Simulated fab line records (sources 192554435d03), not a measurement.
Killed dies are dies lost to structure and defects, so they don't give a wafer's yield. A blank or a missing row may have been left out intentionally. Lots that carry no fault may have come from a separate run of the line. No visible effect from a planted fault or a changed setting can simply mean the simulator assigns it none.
fab line records + flow n5_finfet
[record]
- lots = 4
- wafers = 12
- last_day = 19
route steps=1938 shown BEOL_M0@742 BEOL_M1@751 BEOL_M4@1111
lots that met no fault: taken from a fault-free run of the same line
start_h: the number of hours between the record's first day and the start of the first shown wafer of the lot + wait_h: hours since the lot's step before + " as in the row above + L1.1+2: a row that stands for several wafers + - value missing, or start not given + * or withheld: withheld + < > ~ a bound
route shown NAME@n: names a module that has steps shown in the file, with the first one's number in the route + usual: mean and standard deviation over wafers with no fault + same: alike in all rows + chamber/n: place in a boat + sites: each site's reading + _std_site: how widely they spread, as a standard deviation + _edge_site: outer sites' mean less inner sites' + radius_mm: how far each site lies from the wafer's centre + mask NAME#n: copy n + behind: the tool/chamber that last shaped the wafer + hold: the reason the lot was held/the length of the hold in hours/how it ended + device: names the non-switching transistor (n, p or np) + end of line: tests of these same wafers at the route's end + step lacking rows: just its recipe + killed: dies that structure and defects cost at the first sort, which is not the same as the wafer's yield + map: shows each die of a wafer: x if killed, . if not, _ if none is there
set.NAME: the setting the step ran with; set.NAME@STEP: the setting that earlier step ran with + model.NAME: the simulator's own value behind a step, which no gauge read
lots at selected steps of the route; one table per step, one row per wafer
services: the hour from which a tool's chamber was out of use, counted from the record's first day as start_h (under 0 if before that day), plus the number of hours and why
[[steps]]
[step N5_BEOL_M0_ANNEAL_119]
[recipe]
- temp_c = 225
- time_s = 90
- ambient = N2
[step N5_BEOL_M0_CMP_120]
[recipe]
- stop_on = SiOC
- t_overpolish_s = 6.9
- down_force_psi = 1
- platen_rpm = 50
- clearing_platen_down_force_psi = 1.5
- clearing_platen_rpm = 50
- post_cmp_clean = cu_alkaline
- clearing_platen_pad_velocity_m_s = 0.99484
- pad_velocity_m_s = 0.99484
[step N5_BEOL_M0_PRE_CLEAN_131]
[recipe]
- gas = NH3/H2
- time_s = 15
- temp_c = *
- rf_power_w = 300
[step N5_BEOL_M0_CO_CAP_123]
[recipe]
- material = Co
- target_thk_a = 20
- temp_c = 200
- precursor = CCTBA/H2
- pressure_torr = 30
- time_s = 102.1
[step N5_BEOL_M0_PRE_CLEAN_124]
[recipe]
- gas = NH3
- time_s = 15
- temp_c = withheld
- rf_power_w = 300
[step N5_BEOL_M0_DEP_125]
[recipe]
- material = SiCN
- target_thk_a = 80
- temp_c = withheld
- precursor = 3MS/NH3
- pressure_torr = 3
- rf_w = 202
- time_s = 14
[step N5_BEOL_M1_ILD_DEP_00]
[recipe]
- material = SiOC
- target_thk_a = 790
- temp_c = 350
- precursor = DEMS/O2
- pressure_torr = 5
- rf_w = 500
- time_s = 15.3
[step N5_BEOL_M1_PECVD_72]
[recipe]
- material = SiO2
- target_thk_a = 160
- temp_c = 400
- precursor = TEOS/O2
- pressure_torr = 5.5
- rf_w = 450
- teos_flow_sccm = 53.8
- gas = O2
- flow_sccm = 3000
- time_s = 18
[step N5_BEOL_M1_HM_DEP_02]
[recipe]
- material = TiN
- target_thk_a = 200
- temp_c = 25
- chamber_pressure_pa = 0.49996
[usual]
- throttle_valve_pct = 29.9/1.1
| lot.wafer | tool           | chamber | start_h | wait_h | throttle_valve_pct | model.TiN_of_BEOL_M1_HM_DEP_02.thk_nm |
|-----------|----------------|---------|---------|--------|--------------------|---------------------------------------|
| L988.2    | pvd_sputter-01 | -       | 143.03  | 0.9    | 31.1               | 20.2                                  |
| L988.3    | "              | -       | "       | "      | 30.3               | 20                                    |
| L988.6    | "              | -       | "       | "      | 30.2               | 20.2                                  |
| L994.1    | pvd_sputter-01 | -       | 178.48  | 0.6    | 27.8               | 19.8                                  |
| L994.2    | "              | -       | "       | "      | 30.1               | 13.8                                  |
| L994.5    | "              | -       | "       | "      | 30.1               | 20                                    |
| L995.1    | pvd_sputter-01 | -       | 185.08  | 0.9    | 29.8               | 19.8                                  |
| L995.3    | "              | -       | "       | "      | 30.9               | 14                                    |
| L995.5    | "              | -       | "       | "      | 30.1               | 20                                    |
| L109.1    | pvd_sputter-03 | -       | 265.34  | 1.0    | 30.3               | 19.8                                  |
| L109.4    | "              | -       | "       | "      | 28.8               | 20                                    |
| L109.5    | "              | -       | "       | "      | 28.9               | 19.8                                  |
[step N5_BEOL_M1_COAT_61]
[recipe]
- resist = SOC
- temp_c = 250
- time_s = 60
- spin_rpm = 1500
- resist_thk_nm = 60
[step N5_BEOL_M1_COAT_62]
[recipe]
- resist = SiARC
- temp_c = 220
- time_s = 60
- spin_rpm = 1500
- resist_thk_nm = 12
[step N5_BEOL_M1_COAT_73]
[recipe]
- resist = underlayer
- temp_c = 205
- time_s = 60
- spin_rpm = 1500
- resist_thk_nm = 5
[step N5_BEOL_M1_COAT_05]
[recipe]
- resist = CAR-EUV
- spin_rpm = 1500
- resist_thk_nm = 30
[step N5_BEOL_M1_EBR_07]
[recipe]
- solvent = PGMEA
- ebr_width_mm = 1.5
[step N5_BEOL_M1_SOFTBAKE_06]
[recipe]
- temp_c = 110
- time_s = 60
- resist = CAR-EUV
[step N5_BEOL_M1_EXPOSE_08]
[recipe]
- mask_id = M1
- na = 0.33
- source_shape = dipole
- sigma_inner = 0.369
- sigma_outer = 0.767
- polarization = unpolarized
- dose_mj = 33
[step N5_BEOL_M1_PEB_09]
[recipe]
- peb_temp_c = 100
- peb_time_s = 60
- resist = CAR-EUV
[step N5_BEOL_M1_DEVELOP_10]
[recipe]
- develop_time_s = 30
- developer = TMAH
- resist = CAR-EUV
- rinse_liquid = surfactant_rinse
- dry = air_spin
- dev_temp_c = 23
[step N5_BEOL_M1_DESCUM_16]
[recipe]
- chemistry = O2
- time_s = 7
- source_power_w = 50
- bias_power_w = 20
- pressure_mtorr = 20
- rf_frequency_hz = 2.712e+07
- temp_c = 40
- resist = CAR-EUV
- o2_flow_sccm = 225
[step N5_BEOL_M1_ETCH_74]
[recipe]
- chemistry = N2/H2
- target = underlayer
- target_depth_a = 65
- mask_material = CAR-EUV
- time_s = 5.2
- ion_energy_ev = 200
- pressure_mtorr = 30
- source_w = 840
- bias_w = 150
- n2_flow_sccm = 200
- h2_flow_sccm = 200
- ends = cleared
[step N5_BEOL_M1_ETCH_63]
[recipe]
- chemistry = CF4
- target = SiARC
- target_depth_a = 156
- mask_material = CAR-EUV
- time_s = 26
- ion_energy_ev = 80
- pressure_mtorr = 40
- source_w = 545
- bias_w = 36
- Ar_flow_sccm = 100
- cf4_flow_sccm = 100
- ends = cleared
[step N5_BEOL_M1_ETCH_64]
[recipe]
- chemistry = N2/H2
- target = SOC
- target_depth_a = 750
- overetch_a = 150
- mask_material = SiARC
- temp_c = 40
- time_s = 112.5
- ion_energy_ev = 200
- pressure_mtorr = 30
- source_w = 840
- bias_w = 150
- n2_flow_sccm = 200
- h2_flow_sccm = 200
[step N5_BEOL_M1_STRIP_65]
[recipe]
- chemistry = N2/H2
- temp_c = 40
- n2_flow_sccm = 200
- h2_flow_sccm = 200
- rf_frequency_hz = 6e+07
[step N5_BEOL_M1_STRIP_75]
[recipe]
- chemistry = N2/H2
- temp_c = 40
- n2_flow_sccm = 200
- h2_flow_sccm = 200
- rf_frequency_hz = 6e+07
[step N5_BEOL_M1_STRIP_66]
[recipe]
- chemistry = CF4
- resist = SiARC
- power_w = 300
- bias_power_w = 75
- pressure_mtorr = 50
- cf4_flow_sccm = 150
- rf_frequency_hz = 6e+07
[step N5_BEOL_M1_HM_OPEN_17]
[recipe]
- chemistry = Cl2/BCl3
- target_depth_a = 200
- overetch_a = 60
- target = TiN
- mask_material = SOC
- ion_energy_ev = 150
- pressure_mtorr = 10
- icp_w = 1000
- bias_w = 126
- Cl2_flow_sccm = 53.25
- bcl3_flow_sccm = 21.75
- Ar_flow_sccm = 25
[usual]
- chamber_pressure_mTorr = 10.000/0.0093
- drypump_motor_current_A = 5.3/0.39
- oes_product_au = 0.65/0.11
- throttle_valve_pct = 22.2/0.36
| lot.wafer | tool         | chamber | start_h | wait_h | chamber_pressure_mTorr | drypump_motor_current_A | oes_product_au | rf_hours_counter_h | throttle_valve_pct | model.etch.depth_nm |
|-----------|--------------|---------|---------|--------|------------------------|-------------------------|----------------|--------------------|--------------------|---------------------|
| L988.2    | rie_metal-02 | 1       | 143.79  | 0.0    | 10.007                 | 5.1                     | 0.77           | 10                 | 22.1               | 20.14               |
| L988.3    | "            | 1       | "       | "      | 9.993                  | 5.1                     | 0.78           | -                  | 22.1               | 20                  |
| L988.6    | "            | 1       | "       | "      | 9.989                  | 5.1                     | 0.78           | -                  | 22.1               | 20.23               |
| L994.1    | rie_metal-01 | 0       | 179.45  | 0.0    | 10.005                 | 4.8                     | 0.51           | 124                | 22.6               | 19.84               |
| L994.2    | "            | 1       | "       | "      | 10.014                 | 5.6                     | 0.43           | 124                | 22.9               | 13.79               |
| L994.5    | "            | 0       | "       | "      | 10.001                 | 4.8                     | 0.51           | -                  | 22.6               | 20.06               |
| L995.1    | rie_metal-03 | 0       | 185.84  | 0.0    | 9.985                  | 5.1                     | 0.75           | 9                  | 21.9               | 19.88               |
| L995.3    | "            | 1       | "       | "      | 9.984                  | 5.4                     | 0.57           | -                  | 22.4               | 14.04               |
| L995.5    | "            | 1       | "       | "      | 9.994                  | 5.3                     | 0.69           | -                  | 22.2               | 19.92               |
| L109.1    | rie_metal-02 | 0       | 266.26  | 0.0    | 9.993                  | 5.9                     | 0.67           | 38                 | 21.7               | 19.88               |
| L109.4    | "            | 0       | "       | "      | 9.997                  | 5.9                     | 0.67           | -                  | 21.7               | 19.92               |
| L109.5    | "            | 1       | "       | "      | 10.001                 | 5.1                     | 0.73           | -                  | 22.2               | 19.7                |
[step N5_BEOL_M1_STRIP_19]
[recipe]
- chemistry = O2
- power_w = 400
- temp_c = 40
- pressure_mtorr = 30
- rf_frequency_hz = 6e+07
- bias_power_w = 0
- overash_fraction = 0.2
- o2_flow_sccm = 225
[step N5_BEOL_M1_COAT_67]
[recipe]
- resist = SOC
- temp_c = 250
- time_s = 60
- spin_rpm = 1500
- resist_thk_nm = 60
[step N5_BEOL_M1_COAT_68]
[recipe]
- resist = SiARC
- temp_c = 220
- time_s = 60
- spin_rpm = 1500
- resist_thk_nm = 12
[step N5_BEOL_M1_COAT_76]
[recipe]
- resist = underlayer
- temp_c = 205
- time_s = 60
- spin_rpm = 1500
- resist_thk_nm = 5
[step N5_BEOL_M1_COAT_22]
[recipe]
- resist = CAR-EUV
- spin_rpm = 1500
- resist_thk_nm = 30
[step N5_BEOL_M1_EBR_24]
[recipe]
- solvent = PGMEA
- ebr_width_mm = 1.5
[step N5_BEOL_M1_SOFTBAKE_23]
[recipe]
- temp_c = 110
- time_s = 60
- resist = CAR-EUV
[step N5_BEOL_M1_EXPOSE_25]
[recipe]
- mask_id = V0
- na = 0.33
- source_shape = quasar
- sigma_inner = 0.2
- sigma_outer = 0.8
- polarization = unpolarized
- defocus_nm = 5
- target_cd_nm = 24
- dose_mj = 63
[step N5_BEOL_M1_TRENCH_ETCH_37]
[recipe]
- chemistry = C4F6/O2
- target_depth_a = 552.07
- target = SiOC
- time_s = 29
- ion_energy_ev = 250
- pressure_mtorr = 30
- source_w = 355
- bias_w = 185
- Ar_flow_sccm = 300
- C4F6_flow_sccm = 10
- O2_flow_sccm = 10
[usual]
- chamber_pressure_mTorr = 30.003/0.028
- drypump_motor_current_A = 5.8/0.45
- oes_o_777_au = 0.80/0.094
- oes_product_au = 0.80/0.098
- rf_vpp_V = 672/10
- showerhead_plenum_p_Torr = 2.84/0.1
- throttle_valve_pct = 20.97/0.25
| lot.wafer | tool        | chamber | start_h | wait_h | chamber_pressure_mTorr | drypump_motor_current_A | oes_o_777_au | oes_product_au | rf_hours_counter_h | rf_vpp_V | showerhead_plenum_p_Torr | throttle_valve_pct | model.TiN_of_BEOL_M1_HM_DEP_02.thk_nm |
|-----------|-------------|---------|---------|--------|------------------------|-------------------------|--------------|----------------|--------------------|----------|--------------------------|--------------------|---------------------------------------|
| L988.2    | rie_diel-05 | 2       | -       | -      | 29.986                 | 6.0                     | 0.78         | 0.78           | 129                | 659      | 2.97                     | 21.30              | 17.8                                  |
| L988.3    | "           | 0       | "       | "      | 30.029                 | 5.8                     | 0.69         | 0.71           | 241                | 667      | 2.82                     | 21.15              | 17.6                                  |
| L988.6    | "           | 1       | "       | "      | 30.006                 | 5.6                     | 0.68         | 0.69           | -                  | 669      | 2.94                     | 20.93              | 18                                    |
| L994.1    | rie_diel-06 | 2       | -       | -      | 30.013                 | 6.1                     | 0.94         | 0.93           | 13                 | 675      | 2.89                     | 20.88              | 17.6                                  |
| L994.2    | "           | 3       | "       | "      | 30.033                 | 5.9                     | 0.69         | 0.71           | 198                | 689      | 2.73                     | 21.19              | 11.4                                  |
| L994.5    | "           | 2       | "       | "      | 29.979                 | 6.1                     | 0.94         | 0.92           | -                  | 675      | 2.89                     | 20.86              | 17.8                                  |
| L995.1    | rie_diel-02 | 0       | -       | -      | 30.027                 | 6.2                     | 0.69         | 0.69           | 249                | 666      | 2.93                     | 20.70              | 17.6                                  |
| L995.3    | "           | 1       | "       | "      | 29.973                 | 6.5                     | 0.90         | 0.89           | 25                 | 689      | 3.00                     | 20.63              | 11.6                                  |
| L995.5    | "           | 2       | "       | "      | 30.007                 | 5.3                     | 0.80         | 0.81           | -                  | 685      | 2.76                     | 20.91              | 17.4                                  |
| L109.1    | rie_diel-05 | 2       | -       | -      | 30.023                 | 6.0                     | 0.75         | 0.74           | 170                | 658      | 2.95                     | 21.35              | 17.6                                  |
| L109.4    | "           | 3       | "       | "      | 29.987                 | 5.2                     | 0.71         | 0.69           | -                  | 672      | 2.80                     | 20.60              | 17.6                                  |
| L109.5    | "           | 0       | "       | "      | 30.032                 | 5.8                     | 0.90         | 0.91           | -                  | 665      | 2.80                     | 20.86              | 17.4                                  |
[step N5_BEOL_M4_RC_MEAS_101]
[usual]
- DIBL_N = 35.8/1.7
- DIBL_P = 35.3/2
- IOFF_N = 0.150/0.026
- IOFF_P = 0.194/0.029
- ION_N = 667/11
- ION_P = 456/7.1
- SS_N = 71.4/0.65
- SS_P = 73.1/0.64
- VT_N = 251/3
- VT_P = -252/3.2
| lot.wafer | tool      | chamber | start_h | wait_h | DIBL_N[mV/V] | DIBL_P[mV/V] | IOFF_N[nA/um] | IOFF_P[nA/um] | ION_N[uA/um] | ION_P[uA/um] | SS_N[mV/dec] | SS_P[mV/dec] | VT_N[mV] | VT_P[mV] |
|-----------|-----------|---------|---------|--------|--------------|--------------|---------------|---------------|--------------|--------------|--------------|--------------|----------|----------|
| L988.2    | prober-02 | 0       | 224.13  | 0.2    | 36.6         | 36.3         | 0.150         | 0.207         | 657          | 454          | 70.9         | 72.7         | 251      | -250     |
| L988.3    | "         | 0       | "       | "      | 36.6         | 35.7         | 0.155         | 0.195         | 669          | 455          | 71.6         | 73.1         | 248      | -253     |
| L988.6    | "         | 0       | "       | "      | 37.6         | 37.1         | 0.176         | 0.219         | 673          | 456          | 71.3         | 73.2         | 247      | -250     |
| L994.1    | prober-01 | 0       | 272.94  | 0.0    | 34.8         | 33.6         | 0.120         | 0.192         | 652          | 457          | 70.5         | 73.7         | 255      | -247     |
| L994.2    | "         | 0       | "       | "      | 35.2         | 34.7         | 0.132         | 0.202         | 664          | 460          | 71.2         | 73.4         | 255      | -250     |
| L994.5    | "         | 0       | "       | "      | 33.9         | 32.6         | 0.111         | 0.176         | 662          | 458          | 71.1         | 73.0         | 255      | -250     |
| L995.1    | prober-01 | 0       | 276.86  | 0.0    | 36.7         | 37.7         | 0.203         | 0.258         | 695          | 473          | 72.1         | 73.8         | 245      | -245     |
| L995.3    | "         | 0       | "       | "      | 34.6         | 35.8         | 0.151         | 0.226         | 674          | 463          | 71.8         | 73.1         | 249      | -249     |
| L995.5    | "         | 0       | "       | "      | 32.9         | 34.1         | 0.127         | 0.200         | 660          | 464          | 70.6         | 72.9         | 251      | -250     |
| L109.1    | prober-02 | 0       | 349.42  | 0.0    | 37.4         | 38.4         | 0.191         | 0.199         | 681          | 451          | 71.3         | 74.2         | 247      | -255     |
| L109.4    | "         | 0       | "       | "      | 38.1         | 39.3         | 0.192         | 0.207         | 677          | 453          | 72.0         | 74.2         | 247      | -252     |
| L109.5    | "         | 0       | "       | "      | 34.7         | 35.7         | 0.144         | 0.164         | 666          | 447          | 71.4         | 73.0         | 248      | -255     |
[[services]]
| tool         | chamber | start_h | hours | kind                          |
|--------------|---------|---------|-------|-------------------------------|
| rie_diel-06  | 2       | 121.62  | -     | clean                         |
| rie_diel-06  | 2       | 121.62  | -     | consumable_replace:focus_ring |
| rie_diel-06  | 2       | 121.62  | 13.3  | scheduled_down                |
| rie_diel-06  | 2       | 121.62  | 13.3  | vent_cycle                    |
| rie_metal-01 | -       | 122.63  | 0.3   | repair                        |
| rie_diel-02  | -       | 145.67  | 1.1   | repair                        |
| rie_diel-06  | 3       | 177.16  | 1.4   | repair                        |
| rie_diel-05  | 0       | 186.26  | -     | clean                         |
| rie_diel-05  | 0       | 186.26  | -     | consumable_replace:focus_ring |
| rie_diel-05  | 0       | 186.26  | 17.9  | scheduled_down                |
| rie_diel-05  | 0       | 186.26  | 17.9  | vent_cycle                    |
| rie_diel-06  | 1       | 192.14  | 6.6   | repair                        |
| rie_diel-02  | 0       | 198.85  | -     | clean                         |
| rie_diel-02  | 0       | 198.85  | -     | consumable_replace:focus_ring |
| rie_diel-02  | 0       | 198.85  | 22.0  | scheduled_down                |
| rie_diel-02  | 0       | 198.85  | 22.0  | vent_cycle                    |
| rie_metal-02 | -       | 204.92  | 0.7   | repair                        |
| rie_diel-06  | 3       | 210.04  | 5.9   | repair                        |
| rie_diel-05  | -       | 215.11  | 2.8   | pm                            |
| rie_metal-02 | -       | 224.20  | 0.5   | repair                        |
| rie_diel-05  | 1       | 264.80  | -     | clean                         |
| rie_diel-05  | 1       | 264.80  | -     | consumable_replace:focus_ring |
| rie_diel-05  | 1       | 264.80  | 21.0  | scheduled_down                |
| rie_diel-05  | 1       | 264.80  | 21.0  | vent_cycle                    |
[[key]]
first_sign none at tools or gauges
[model_effect]
- step = N5_BEOL_M1_HM_DEP_02
- value = TiN_of_BEOL_M1_HM_DEP_02.thk_nm
- without = 20.1
- struck = 13.9
[model_effect]
- step = N5_BEOL_M1_HM_OPEN_17
- value = etch.depth_nm
- without = 20.09
- struck = 13.91
[model_effect]
- step = N5_BEOL_M1_TRENCH_ETCH_37
- value = TiN_of_BEOL_M1_HM_DEP_02.thk_nm
- without = 17.7
- struck = 11.5
met_at N5_BEOL_M1_HM_DEP_02
struck_wafers L994.2,L995.3
onset_between 143.03 178.48
[fault]
- kind = process_parameter_drift
- tool = pvd_sputter-01
- chamber = -
- onset_h = 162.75
- steps = N5_BEOL_M1_HM_DEP_02
- channel = target_thk_a
- offset = *
- shape = step
- end_h = 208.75
- scope = struck_wafers_only
- acts_in = *
- stated = *
